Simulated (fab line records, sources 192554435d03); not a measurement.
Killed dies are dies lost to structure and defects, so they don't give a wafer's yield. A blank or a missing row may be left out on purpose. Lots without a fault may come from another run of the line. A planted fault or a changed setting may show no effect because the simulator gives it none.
Which tool did it? | flow n5_finfet | 12 lots, 36 wafers sampled, at 6 steps of a route of 1938

WHAT THE GAUGES READ, wafer by wafer
N5_BEOL_M0_SAQP_INSPECT_16: inspects for defects (brightfield).
lot  | measured     | on                | raw_defect_count
L075 | day 5 19:10  | defect_inspect-01 | 341 416 423
L077 | day 6 05:43  | defect_inspect-02 | 416 433 360
L079 | day 6 15:55  | defect_inspect-02 | 579 576 387
L081 | day 7 07:59  | defect_inspect-02 | 408 626 712
L083 | day 7 19:15  | defect_inspect-01 | 374 565 323
L086 | day 8 12:37  | defect_inspect-01 | 643 492 447
L087 | day 8 21:29  | defect_inspect-01 | 427 598 486
L088 | day 9 09:59  | defect_inspect-02 | 682 295 551
L091 | day 9 19:28  | defect_inspect-02 | 286 273 326
L093 | day 10 07:02 | defect_inspect-02 | 639 591 536
L095 | day 10 18:34 | defect_inspect-02 | 486 513 459
L097 | day 12 01:44 | defect_inspect-02 | 647 632 627

WHICH TOOL RAN EACH LOT (tool, then ch and the chambers of the sampled wafers, then the start)
lot  | N5_MOL_CONTACT_COAG_ALD_131       | N5_MOL_CONTACT_COAG_ETCH_47        | N5_MOL_CONTACT_COAG_VIA_ETCH_117   | N5_MOL_CONTACT_COAG_CVD_140   | N5_BEOL_M0_SAQP_PECVD_00
L075 | ald_sin-04 ch 1,2,3, day 5 10:49  | rie_diel-03 ch 0,2, day 5 11:15    | rie_diel-03 ch 0,3, day 5 12:24    | cvd_w-01 ch 0,1, day 5 12:53  | pecvd-03 ch 1,2, day 5 16:53
L077 | ald_sin-01 ch 0,1, day 5 22:11    | rie_diel-04 ch 0,1,3, day 5 22:38  | rie_diel-01 ch 1,2,3, day 5 23:56  | cvd_w-02 ch 0, day 6 00:25    | pecvd-03 ch 1,2, day 6 04:34
L079 | ald_sin-01 ch 0,3, day 6 08:35    | rie_diel-01 ch 0,1,3, day 6 09:02  | rie_diel-04 ch 0,2,3, day 6 10:34  | cvd_w-01 ch 0,1, day 6 11:07  | pecvd-03 ch 0,1,2, day 6 15:05
L081 | ald_sin-01 ch 0,1, day 6 20:46    | rie_diel-03 ch 1,2, day 6 21:12    | rie_diel-03 ch 0,1, day 6 22:26    | cvd_w-01 ch 0,1, day 6 22:55  | pecvd-01 ch 0,1, day 7 05:45
L083 | ald_sin-01 ch 0,1,2, day 7 11:10  | rie_diel-03 ch 0,1,3, day 7 11:37  | rie_diel-01 ch 1,2,3, day 7 13:50  | cvd_w-02 ch 1, day 7 14:19    | pecvd-01 ch 0,2, day 7 18:19
L086 | ald_sin-01 ch 0,2,3, day 8 04:10  | rie_diel-04 ch 0,2,3, day 8 04:36  | rie_diel-04 ch 1,2,3, day 8 06:13  | cvd_w-01 ch 0, day 8 06:41    | pecvd-01 ch 0,1,2, day 8 10:41
L087 | ald_sin-01 ch 2,3, day 8 11:40    | rie_diel-03 ch 1,2, day 8 12:33    | rie_diel-03 ch 1,2, day 8 14:08    | cvd_w-02 ch 0,1, day 8 14:47  | pecvd-01 ch 0,1,2, day 8 18:44
L088 | ald_sin-04 ch 0,1, day 9 01:52    | rie_diel-04 ch 0,1, day 9 02:18    | rie_diel-01 ch 0,2,3, day 9 03:47  | cvd_w-02 ch 0,1, day 9 04:16  | pecvd-03 ch 0,1,2, day 9 08:17
L091 | ald_sin-02 ch 0,1,2, day 9 12:07  | rie_diel-03 ch 0,2,3, day 9 12:34  | rie_diel-03 ch 0,1,3, day 9 13:44  | cvd_w-02 ch 0,1, day 9 14:13  | pecvd-01 ch 1,2, day 9 18:13
L093 | ald_sin-02 ch 1,2,3, day 9 22:03  | rie_diel-03 ch 1,2,3, day 9 22:39  | rie_diel-04 ch 1,2,3, day 10 00:05 | cvd_w-02 ch 0,1, day 10 00:34 | pecvd-03 ch 0,1, day 10 04:34
L095 | ald_sin-04 ch 0,1,2, day 10 11:01 | rie_diel-04 ch 0,2,3, day 10 11:28 | rie_diel-04 ch 0,1, day 10 12:44   | cvd_w-02 ch 0, day 10 13:13   | pecvd-01 ch 0,1, day 10 17:29
L097 | ald_sin-04 ch 1,2,3, day 11 15:36 | rie_diel-01 ch 0,2, day 11 16:02   | rie_diel-04 ch 1,3, day 11 17:40   | cvd_w-01 ch 0,1, day 11 18:08 | pecvd-02 ch 0,1, day 11 22:08
- N5_MOL_CONTACT_COAG_ALD_131: deposits SiO2, target thk 5 nm, pulse time 1 s, co reactant pulse time 1 s.
- N5_MOL_CONTACT_COAG_ETCH_47: etches SiNx in CH3F/O2, stops on W, target depth 27 nm.
- N5_MOL_CONTACT_COAG_VIA_ETCH_117: etches SiO2 in C4F6/O2, target depth 40 nm, overetch 8 nm, time 26 s.
- N5_MOL_CONTACT_COAG_CVD_140: deposits W, target thk 66.5 nm, time 215 s.
- N5_BEOL_M0_SAQP_PECVD_00: deposits SiCN from 3MS/NH3, target thk 8 nm, time 14 s.

THE ANSWER, worked out from the rows above alone
Rule: what is usual is taken from the lots themselves. Put in order of their means at a reading, lots are off if they are a third of the lots or fewer, leave a main group of 4 or more, and stand apart from it by a gap of 3 or more times the standard deviation of the main group's means; of several such gaps the widest counts. A main group whose means are all the same, to the digits that the tables above print for the reading, isn't used. A lot without any number at a reading at which 4 lots or more have one is off too. The other lots that the step has rows for count as sound.
No lot is off at any reading shown: from this, nothing can be told.

WHAT THE SIMULATOR HAD PUT IN
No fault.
